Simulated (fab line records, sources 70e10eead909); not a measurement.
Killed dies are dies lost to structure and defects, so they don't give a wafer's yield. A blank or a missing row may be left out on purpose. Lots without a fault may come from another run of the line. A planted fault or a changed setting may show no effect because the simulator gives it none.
Tool commonality check | flow nand_harc | 1 lot, 3 wafers sampled

WHY IT WAS OPENED
At NHARC_END_SORT_01 the reading killed_at_periphery is flagged on 1 of 1 lot. Wafers without a fault read 3.6, standard deviation 2.4.
Rule: a lot is flagged when every wafer of it that has a number lies more than 4 standard deviations from that mean, or none has a number. The other lots count as sound.

lot  | measured     | on        | killed_at_periphery, wafer by wafer | flag
L845 | day 26 13:32 | prober-01 | 642 647 645                         | FLAGGED
The numbers of the flagged lots are 644.7 on average: +641.1 against the usual, or +99 or more standard deviations.

WHICH TOOL RAN EACH LOT
The record holds 3 process steps before the reading, out of a route of 1302 steps. In each cell: the tool, then ch and the chambers that the sampled wafers went through, then the start.
lot  | flag    | NHARC_P_ZERO_WELL_ETCH_63       | NHARC_P_ZERO_WELL_DESCUM_39     | NHARC_P_GATE_EXPOSE_08
L845 | FLAGGED | rie_si-02 ch 0,2,3, day 3 03:46 | rie_diel-13 ch 0,2, day 3 07:24 | krf_scanner-04 ch 0, day 5 10:07
What these steps do:
- NHARC_P_ZERO_WELL_ETCH_63: etches the open film in HBr/Cl2, target depth 120 nm, time 40.1 s.
- NHARC_P_ZERO_WELL_DESCUM_39: chemistry O2, time 3 s.
- NHARC_P_GATE_EXPOSE_08: exposes mask P HV.
- NHARC_END_SORT_01

FLAGGED OVER TOTAL, TOOL BY TOOL (the gauges that took the reading come last)
step                        | tool           | lots run | flagged | share of the flagged lots | sound lots run after its first flagged lot
NHARC_P_ZERO_WELL_ETCH_63   | rie_si-02      | 1        | 1       | all                       | 0
NHARC_P_ZERO_WELL_DESCUM_39 | rie_diel-13    | 1        | 1       | all                       | 0
NHARC_P_GATE_EXPOSE_08      | krf_scanner-04 | 1        | 1       | all                       | 0
NHARC_END_SORT_01           | prober-01      | 1        | 1       | all                       | 0

WHAT THE TABLE ALLOWS
4 rows of the table ran every flagged lot: rie_si-02 at NHARC_P_ZERO_WELL_ETCH_63, rie_diel-13 at NHARC_P_ZERO_WELL_DESCUM_39, krf_scanner-04 at NHARC_P_GATE_EXPOSE_08, prober-01 at NHARC_END_SORT_01.
- rie_si-02 at NHARC_P_ZERO_WELL_ETCH_63: 1 of its 1 lot flagged. It ran no sound lot before its first flagged lot in this sample, so the start can't be narrowed down.
- rie_diel-13 at NHARC_P_ZERO_WELL_DESCUM_39: 1 of its 1 lot flagged. It ran no sound lot before its first flagged lot in this sample, so the start can't be narrowed down.
- krf_scanner-04 at NHARC_P_GATE_EXPOSE_08: 1 of its 1 lot flagged. It ran no sound lot before its first flagged lot in this sample, so the start can't be narrowed down.
- prober-01 at NHARC_END_SORT_01: 1 of its 1 lot flagged. It ran no sound lot before its first flagged lot in this sample, so the start can't be narrowed down.
Counting lots can't tell these 4 tools apart, because each fits a fault that began at some hour. More lots, or a look at what each step does to the wafer, might.

WHAT THE SIMULATOR HAD PUT IN
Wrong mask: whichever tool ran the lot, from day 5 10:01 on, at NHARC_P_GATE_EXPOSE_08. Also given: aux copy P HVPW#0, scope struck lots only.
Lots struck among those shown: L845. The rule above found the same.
